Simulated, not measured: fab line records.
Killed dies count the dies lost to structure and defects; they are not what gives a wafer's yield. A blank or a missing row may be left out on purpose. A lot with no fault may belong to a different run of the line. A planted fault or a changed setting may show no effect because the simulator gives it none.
Split-lot experiment :: flow n5Finfet :: on a route of 1938 steps: 7 lots, 39 wafers read

== SPLIT DETAILS ==
At N5_DUMMY_GATE_ETCH_32 (etches SiO2 in CF4, target depth 3.5 nm, time 3.9 s), the setting timeS was moved away from the recipe's 3.9 s on 18 of the 39 wafers read, by -18.1% to +10.1%. The other wafers ran this setting at the recipe's value.

The reading comes from the split's own step.

== THE READING ==
etch.depthNm (the simulator's own value, which no gauge read), in nm, at N5_DUMMY_GATE_ETCH_32 (etches SiO2 in CF4, target depth 3.5 nm, time 3.9 s). The file does not state a usual value for it. Across the 21 wafers here that went through the recipe, the average is 3.451 nm and the standard deviation 0.05 nm.

wafer: L074.1
tool, chamber at the split: rieSi-01, 1
timeS as run, s: 3.547
against the recipe: -9.1%
etch.depthNm, nm: 3.071
against lot-mates on the recipe: -0.355

wafer: L074.2
tool, chamber at the split: rieSi-01, 3
timeS as run, s: 3.9
against the recipe: recipe
etch.depthNm, nm: 3.48
against lot-mates on the recipe: -

wafer: L074.3
tool, chamber at the split: rieSi-01, 2
timeS as run, s: 3.547
against the recipe: -9.1%
etch.depthNm, nm: 3.206
against lot-mates on the recipe: -0.220

wafer: L074.4
tool, chamber at the split: rieSi-01, 0
timeS as run, s: 3.9
against the recipe: recipe
etch.depthNm, nm: 3.415
against lot-mates on the recipe: -

wafer: L074.5
tool, chamber at the split: rieSi-01, 1
timeS as run, s: 3.9
against the recipe: recipe
etch.depthNm, nm: 3.383
against lot-mates on the recipe: -

wafer: L074.6
tool, chamber at the split: rieSi-01, 2
timeS as run, s: 3.547
against the recipe: -9.1%
etch.depthNm, nm: 3.209
against lot-mates on the recipe: -0.217

wafer: L082.1
tool, chamber at the split: rieSi-01, 1
timeS as run, s: 3.193
against the recipe: -18.1%
etch.depthNm, nm: 2.765
against lot-mates on the recipe: -0.696

wafer: L082.2
tool, chamber at the split: rieSi-01, 3
timeS as run, s: 3.9
against the recipe: recipe
etch.depthNm, nm: 3.458
against lot-mates on the recipe: -

wafer: L082.3
tool, chamber at the split: rieSi-01, 0
timeS as run, s: 3.9
against the recipe: recipe
etch.depthNm, nm: 3.411
against lot-mates on the recipe: -

wafer: L082.4
tool, chamber at the split: rieSi-01, 2
timeS as run, s: 3.193
against the recipe: -18.1%
etch.depthNm, nm: 2.868
against lot-mates on the recipe: -0.593

wafer: L082.5
tool, chamber at the split: rieSi-01, 1
timeS as run, s: 3.193
against the recipe: -18.1%
etch.depthNm, nm: 2.744
against lot-mates on the recipe: -0.717

wafer: L082.6
tool, chamber at the split: rieSi-01, 2
timeS as run, s: 3.9
against the recipe: recipe
etch.depthNm, nm: 3.513
against lot-mates on the recipe: -

wafer: L087.1
tool, chamber at the split: rieSi-01, 2
timeS as run, s: 4.295
against the recipe: +10.1%
etch.depthNm, nm: 3.881
against lot-mates on the recipe: +0.464

wafer: L087.2
tool, chamber at the split: rieSi-01, 0
timeS as run, s: 4.295
against the recipe: +10.1%
etch.depthNm, nm: 3.766
against lot-mates on the recipe: +0.349

wafer: L087.3
tool, chamber at the split: rieSi-01, 3
timeS as run, s: 3.9
against the recipe: recipe
etch.depthNm, nm: 3.468
against lot-mates on the recipe: -

wafer: L087.4
tool, chamber at the split: rieSi-01, 1
timeS as run, s: 3.9
against the recipe: recipe
etch.depthNm, nm: 3.36
against lot-mates on the recipe: -

wafer: L087.5
tool, chamber at the split: rieSi-01, 0
timeS as run, s: 3.9
against the recipe: recipe
etch.depthNm, nm: 3.424
against lot-mates on the recipe: -

wafer: L087.6
tool, chamber at the split: rieSi-01, 3
timeS as run, s: 4.295
against the recipe: +10.1%
etch.depthNm, nm: 3.852
against lot-mates on the recipe: +0.435

wafer: L089.1
tool, chamber at the split: rieSi-01, 2
timeS as run, s: 3.9
against the recipe: recipe
etch.depthNm, nm: 3.54
against lot-mates on the recipe: -

wafer: L089.2
tool, chamber at the split: rieSi-01, 0
timeS as run, s: 3.588
against the recipe: -8.0%
etch.depthNm, nm: 3.159
against lot-mates on the recipe: -0.363

wafer: L089.3
tool, chamber at the split: rieSi-01, 1
timeS as run, s: 3.588
against the recipe: -8.0%
etch.depthNm, nm: 3.108
against lot-mates on the recipe: -0.414

wafer: L089.4
tool, chamber at the split: rieSi-01, 3
timeS as run, s: 3.9
against the recipe: recipe
etch.depthNm, nm: 3.48
against lot-mates on the recipe: -

wafer: L089.5
tool, chamber at the split: rieSi-01, 3
timeS as run, s: 3.588
against the recipe: -8.0%
etch.depthNm, nm: 3.222
against lot-mates on the recipe: -0.300

wafer: L089.6
tool, chamber at the split: rieSi-01, 2
timeS as run, s: 3.9
against the recipe: recipe
etch.depthNm, nm: 3.547
against lot-mates on the recipe: -

wafer: L090.1
tool, chamber at the split: rieSi-01, 3
timeS as run, s: 3.624
against the recipe: -7.1%
etch.depthNm, nm: 3.275
against lot-mates on the recipe: -0.169

wafer: L090.2
tool, chamber at the split: rieSi-01, 1
timeS as run, s: 3.9
against the recipe: recipe
etch.depthNm, nm: 3.412
against lot-mates on the recipe: -

wafer: L090.3
tool, chamber at the split: rieSi-01, 0
timeS as run, s: 3.9
against the recipe: recipe
etch.depthNm, nm: 3.464
against lot-mates on the recipe: -

wafer: L090.4
tool, chamber at the split: rieSi-01, 2
timeS as run, s: 3.624
against the recipe: -7.1%
etch.depthNm, nm: 3.292
against lot-mates on the recipe: -0.152

wafer: L090.5
tool, chamber at the split: rieSi-01, 0
timeS as run, s: 3.9
against the recipe: recipe
etch.depthNm, nm: 3.457
against lot-mates on the recipe: -

wafer: L090.6
tool, chamber at the split: rieSi-01, 1
timeS as run, s: 3.624
against the recipe: -7.1%
etch.depthNm, nm: 3.2
against lot-mates on the recipe: -0.244

wafer: L092.1
tool, chamber at the split: rieSi-01, 0
timeS as run, s: 3.9
against the recipe: recipe
etch.depthNm, nm: 3.448
against lot-mates on the recipe: -

wafer: L092.2
tool, chamber at the split: rieSi-01, 3
timeS as run, s: 3.9
against the recipe: recipe
etch.depthNm, nm: 3.494
against lot-mates on the recipe: -

wafer: L092.3
tool, chamber at the split: rieSi-01, 2
timeS as run, s: 3.542
against the recipe: -9.2%
etch.depthNm, nm: 3.218
against lot-mates on the recipe: -0.253

wafer: L092.4
tool, chamber at the split: rieSi-01, 1
timeS as run, s: 3.542
against the recipe: -9.2%
etch.depthNm, nm: 3.085
against lot-mates on the recipe: -0.386

wafer: L092.5
tool, chamber at the split: rieSi-01, 3
timeS as run, s: 3.9
against the recipe: recipe
etch.depthNm, nm: 3.471
against lot-mates on the recipe: -

wafer: L092.6
tool, chamber at the split: rieSi-01, 2
timeS as run, s: 3.542
against the recipe: -9.2%
etch.depthNm, nm: 3.22
against lot-mates on the recipe: -0.251

wafer: L095.1
tool, chamber at the split: rieSi-01, 1
timeS as run, s: 3.9
against the recipe: recipe
etch.depthNm, nm: 3.379
against lot-mates on the recipe: -

wafer: L095.3
tool, chamber at the split: rieSi-01, 3
timeS as run, s: 3.9
against the recipe: recipe
etch.depthNm, nm: 3.466
against lot-mates on the recipe: -

wafer: L095.6
tool, chamber at the split: rieSi-01, 1
timeS as run, s: 3.9
against the recipe: recipe
etch.depthNm, nm: 3.396
against lot-mates on the recipe: -

THE FIT
A straight line over all 39 wafers: etch.depthNm changes by +0.0352 nm for each +1% of timeS; r = +0.97; the points scatter about the line by 0.057 nm.
The same after taking each lot's own level away (the mean of its wafers on the recipe; 39 wafers): +0.0367 nm for each +1%; r = +0.97; scatter 0.058 nm.
The reading moves by 0.67 nm for the largest change in timeS, on that fit.
Measured against the standard deviation above, the lots' own levels, which go from 3.4137 to 3.5223 nm, span 2.2 times it.
So the lot-to-lot level changes the slope little: the two slopes agree.
Check: for one of the wafers moved furthest among these (-18.1%), held out of the fit, the line's prediction against its lot-mates is -0.647 nm. Against them it came out at -0.696 nm.

== OTHER SPLITS APPLIED TO THESE WAFERS ==
Note: prior to the reading, these wafers also went through further splits. Each is held against what the fit with the lots' levels taken away leaves over:
other split on the same wafers: N5_DUMMY_GATE_ETCH_37 sourceW
wafers away from the commonest value: 15
r with etch.depthNm (lot level and that fit taken away): +0.06

== FILE'S OWN FIT ==
etch.depthNm changes by +0.0361 nm for each +1% of timeS, r = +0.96.
